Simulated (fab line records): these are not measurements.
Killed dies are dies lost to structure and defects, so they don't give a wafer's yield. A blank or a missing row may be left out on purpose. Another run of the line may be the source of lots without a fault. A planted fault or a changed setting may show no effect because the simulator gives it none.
Which tool did it? | flow n5-finfet | 10 lots with 30 wafers sampled at 4 steps, on a route of 1938 steps

== WHAT THE GAUGES READ, wafer by wafer ==
N5_BEOL_M2_THK_MEAS_01.
lot  | measured     | on            | M2_ILD_THK (nm)
L612 | day 7 08:13  | film-metro-01 | 77.3 77.6 78.8
L615 | day 7 18:14  | film-metro-02 | 77.5 79.5 78.4
L616 | day 8 02:37  | film-metro-01 | 155.7 155.2 158.1
L620 | day 8 23:13  | film-metro-01 | 78.3 79.1 78.3
L621 | day 9 22:05  | film-metro-02 | 155.1 157.9 158.5
L624 | day 10 01:34 | film-metro-01 | 157.0 157.8 157.9
L626 | day 10 14:54 | film-metro-02 | 77.6 76.6 77.5
L628 | day 10 22:59 | film-metro-01 | 77.1 78.6 79.1
L627 | day 11 01:37 | film-metro-01 | 77.7 80.3 78.3
L629 | day 11 07:34 | film-metro-01 | 77.5 78.5 79.2

== EACH LOT AND THE TOOL THAT RAN IT (in order: tool; ch and the chambers of the sampled wafers; start) ==
lot  | N5_BEOL_M1_SPUTTER_92        | N5_BEOL_M1_SPUTTER_94        | N5_BEOL_M2_ILD_DEP_00
L612 | pvd-sputter-01, day 7 06:16  | pvd-sputter-01, day 7 06:29  | pecvd-03 ch 0,1,2, day 7 08:09
L615 | pvd-sputter-01, day 7 16:37  | pvd-sputter-01, day 7 16:50  | pecvd-01 ch 1,2, day 7 18:10
L616 | pvd-sputter-02, day 8 00:42  | pvd-sputter-02, day 8 00:55  | pecvd-03 ch 0,2, day 8 02:18
L620 | pvd-sputter-01, day 8 21:19  | pvd-sputter-01, day 8 21:32  | pecvd-03 ch 1,2, day 8 23:09
L621 | pvd-sputter-02, day 9 20:13  | pvd-sputter-02, day 9 20:26  | pecvd-03 ch 0,1, day 9 21:46
L624 | pvd-sputter-01, day 9 23:33  | pvd-sputter-01, day 9 23:46  | pecvd-02 ch 0,1, day 10 01:06
L626 | pvd-sputter-03, day 10 13:06 | pvd-sputter-03, day 10 13:19 | pecvd-03 ch 0,1,2, day 10 14:50
L628 | pvd-sputter-01, day 10 20:59 | pvd-sputter-01, day 10 21:12 | pecvd-03 ch 0,1,2, day 10 22:55
L627 | pvd-sputter-01, day 11 00:00 | pvd-sputter-01, day 11 00:13 | pecvd-03 ch 1,2, day 11 01:33
L629 | pvd-sputter-02, day 11 05:57 | pvd-sputter-02, day 11 06:10 | pecvd-02 ch 0,1,2, day 11 07:30
- N5_BEOL_M1_SPUTTER_92: material Cu, target thk 4.5 nm, time 8.29 s.
- N5_BEOL_M1_SPUTTER_94: material Cu, target thk 4.5 nm, time 8.29 s.
- N5_BEOL_M2_ILD_DEP_00: deposits SiOC from DEMS/O2, target thk 79 nm, time 15.3 s.

== THE ANSWER, worked out from the rows above alone ==
Rule: the usual values come from the lots themselves. The widest of any qualifying gaps counts: lots, ordered by their means at a reading, are off when they make up no more than a third of the lots, leave a main group of 4 or more, and stand apart from it by 3 or more times the standard deviation of that group's means. Not used: any main group whose means are identical at the precision the tables above print for the reading. Also off: a lot with no number at a reading for which 4 or more lots have one. The other lots that the step has rows for count as sound.
Off: L616, L621, L624, seen at N5_BEOL_M2_THK_MEAS_01 (M2_ILD_THK). Mean 78.2 nm and standard deviation 0.48 in the main group.
A tool fits if, at a process step before that reading, it ran every lot that is off, and no sound lot after the first of them. The gauges at N5_BEOL_M2_THK_MEAS_01 are tried like those tools. Of those tried, none fits.

== WHAT THE SIMULATOR HAD INSERTED ==
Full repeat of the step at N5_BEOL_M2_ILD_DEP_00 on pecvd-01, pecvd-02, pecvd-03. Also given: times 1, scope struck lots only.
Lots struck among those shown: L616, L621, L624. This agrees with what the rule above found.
